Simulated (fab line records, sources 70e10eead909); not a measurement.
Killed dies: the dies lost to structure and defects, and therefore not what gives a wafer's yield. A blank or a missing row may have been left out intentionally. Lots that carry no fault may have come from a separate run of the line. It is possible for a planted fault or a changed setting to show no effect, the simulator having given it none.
What tool caused it?	flow nand-harc	12 lots, 36 wafers sampled, at 1 step of a route of 1302

WHAT EACH GAUGE READ, for each wafer
NHARC_P_STI_OVL_MEAS_10.
lot	measured	on	overlay-x-nm (nm)
L075	day 3 08:17	overlay-01	-8 -8 -7
L077	day 4 00:56	overlay-02	-4 -4 -4
L079	day 4 21:25	overlay-02	4 4 4
L081	day 5 21:01	overlay-01	3 3 3
L083	day 6 15:28	overlay-01	-1 -1 -1
L085	day 7 09:38	overlay-01	-6 -5 -5
L087	day 8 06:04	overlay-02	2 2 2
L089	day 9 02:23	overlay-02	-4 -4 -4
L091	day 9 20:35	overlay-01	1 1 1
L093	day 10 20:10	overlay-01	3 3 3
L095	day 11 13:04	overlay-01	-6 -6 -6
L096	day 12 05:15	overlay-01	4 4 4

EACH LOT AND THE TOOL THAT RAN IT (in order: tool; ch and the chambers of the sampled wafers; start)
The record holds no process step before these readings.

THE ANSWER, worked out from the rows above alone
Rule: the usual values come from the lots themselves. The widest of any qualifying gaps counts: lots, ordered by their means at a reading, are off when they make up no more than a third of the lots, leave a main group of 4 or more, and stand apart from it by 3 or more times the standard deviation of that group's means. A main group is skipped when, at the precision printed for the reading in the tables above, its means are all equal. A lot without any number at a reading at which 4 lots or more have one is off too. Where the step has rows for the other lots, those lots are counted as sound.
No lot is off on any of the readings shown, so nothing can be concluded from this.

WHAT THE SIMULATOR HAD INSERTED
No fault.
